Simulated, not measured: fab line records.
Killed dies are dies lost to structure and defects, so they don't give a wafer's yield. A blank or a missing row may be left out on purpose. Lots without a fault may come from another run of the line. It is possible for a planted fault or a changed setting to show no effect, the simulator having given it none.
Lot-split experiment + flow n5Finfet + on a route of 1938 steps: 7 lots, 39 wafers read

## SPLIT DETAILS
At N5_HKMG_FIN_ETCH_54 (etches SiARC in CF4, target depth 45.5 nm, time 75.8 s), the setting biasW was moved away from the recipe's 36 W on 12 of the 39 wafers read, by -17.4% to +16.9%. For the rest of the wafers, this setting stayed at what the recipe calls for.

Reading taken at the split's own step.

## THE READING
rfVppV, in V, at N5_HKMG_FIN_ETCH_54 (etches SiARC in CF4, target depth 45.5 nm, time 75.8 s). Fault-free wafers of this fab line usually give 184.6 V, standard deviation 1.2 V.

| wafer  | tool, chamber at the split | biasW as run, W | against the recipe | rfVppV, V | against lot-mates on the recipe |
|--------|----------------------------|-----------------|--------------------|-----------|---------------------------------|
| L074.1 | rieDiel-04, 0              | 36              | recipe             | 184.0     | -                               |
| L074.2 | rieDiel-04, 1              | 36              | recipe             | 185.2     | -                               |
| L074.3 | rieDiel-04, 3              | 30.87           | -14.2%             | 167.3     | -17.2                           |
| L074.4 | rieDiel-04, 2              | 36              | recipe             | 184.2     | -                               |
| L074.5 | rieDiel-04, 3              | 30.87           | -14.2%             | 166.6     | -17.9                           |
| L074.6 | rieDiel-04, 0              | 30.87           | -14.2%             | 167.1     | -17.4                           |
| L079.1 | rieDiel-04, 3              | 36              | recipe             | 184.7     | -                               |
| L079.3 | rieDiel-04, 0              | 36              | recipe             | 182.4     | -                               |
| L079.6 | rieDiel-04, 0              | 36              | recipe             | 183.5     | -                               |
| L080.1 | rieDiel-05, 2              | 36              | recipe             | 184.8     | -                               |
| L080.2 | rieDiel-05, 0              | 36              | recipe             | 186.6     | -                               |
| L080.3 | rieDiel-05, 1              | 36              | recipe             | 182.4     | -                               |
| L080.4 | rieDiel-05, 0              | 36              | recipe             | 187.2     | -                               |
| L080.5 | rieDiel-05, 1              | 36              | recipe             | 183.4     | -                               |
| L080.6 | rieDiel-05, 2              | 36              | recipe             | 184.2     | -                               |
| L081.1 | rieDiel-04, 2              | 36              | recipe             | 184.1     | -                               |
| L081.2 | rieDiel-04, 3              | 39.34           | +9.3%              | 194.7     | +10.6                           |
| L081.3 | rieDiel-04, 1              | 36              | recipe             | 185.3     | -                               |
| L081.4 | rieDiel-04, 0              | 39.34           | +9.3%              | 193.4     | +9.3                            |
| L081.5 | rieDiel-04, 0              | 36              | recipe             | 182.8     | -                               |
| L081.6 | rieDiel-04, 1              | 39.34           | +9.3%              | 194.9     | +10.8                           |
| L082.1 | rieDiel-04, 1              | 36              | recipe             | 184.7     | -                               |
| L082.2 | rieDiel-04, 3              | 36              | recipe             | 183.7     | -                               |
| L082.3 | rieDiel-04, 0              | 36              | recipe             | 184.4     | -                               |
| L082.4 | rieDiel-04, 2              | 36              | recipe             | 184.8     | -                               |
| L082.5 | rieDiel-04, 0              | 36              | recipe             | 185.8     | -                               |
| L082.6 | rieDiel-04, 1              | 36              | recipe             | 184.9     | -                               |
| L084.1 | rieDiel-05, 0              | 36              | recipe             | 185.9     | -                               |
| L084.2 | rieDiel-05, 3              | 42.1            | +16.9%             | 206.9     | +21.2                           |
| L084.3 | rieDiel-05, 2              | 42.1            | +16.9%             | 204.5     | +18.8                           |
| L084.4 | rieDiel-05, 0              | 36              | recipe             | 185.2     | -                               |
| L084.5 | rieDiel-05, 3              | 42.1            | +16.9%             | 205.9     | +20.2                           |
| L084.6 | rieDiel-05, 2              | 36              | recipe             | 186.0     | -                               |
| L091.1 | rieDiel-05, 0              | 36              | recipe             | 185.5     | -                               |
| L091.2 | rieDiel-05, 3              | 36              | recipe             | 184.0     | -                               |
| L091.3 | rieDiel-05, 1              | 29.73           | -17.4%             | 163.5     | -22.1                           |
| L091.4 | rieDiel-05, 2              | 29.73           | -17.4%             | 162.6     | -23.0                           |
| L091.5 | rieDiel-05, 3              | 29.73           | -17.4%             | 162.5     | -23.1                           |
| L091.6 | rieDiel-05, 0              | 36              | recipe             | 187.2     | -                               |

THE FIT
A straight line over all 39 wafers: rfVppV changes by +1.23 V for each +1% of biasW; r = +0.99; the points scatter about the line by 1.2 V.
The same after taking each lot's own level away (the mean of its wafers on the recipe; 39 wafers): +1.23 V for each +1%; r = +0.99; scatter 1.1 V.
Per that fit: largest biasW move, reading shift of 21 V.
Across the lots, their own levels run from 183.53 to 185.70 V, a range of 1.8 times the standard deviation given above.
The two slopes agree, so the slope changes little with the lot-to-lot level.
Check: with one of the wafers moved furthest among these (-17.4%) left out of the fit, the line predicts -21.5 V for it against its lot-mates. It came out at -22.1 V against them.
Tool readings at the split's step, against how far the setting was moved: rfVppV r = +0.99.

## OTHER SPLITS APPLIED TO THESE WAFERS
Other splits were also applied to these wafers ahead of the reading. Each is held against what the fit with the lots' levels taken away leaves over:
| other split on the same wafers       | wafers away from the commonest value | r with rfVppV (lot level and that fit taken away) |
|--------------------------------------|--------------------------------------|---------------------------------------------------|
| N5_FIN_SAQP_MANDREL_ETCH_22 icpW     | 18                                   | +0.00                                             |
| N5_FIN_SAQP_SPACER1_ALD_24 aldCycles | 12                                   | -0.40                                             |

## FILE'S OWN FIT
rfVppV changes by +1.23 V for each +1% of biasW, r = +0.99.
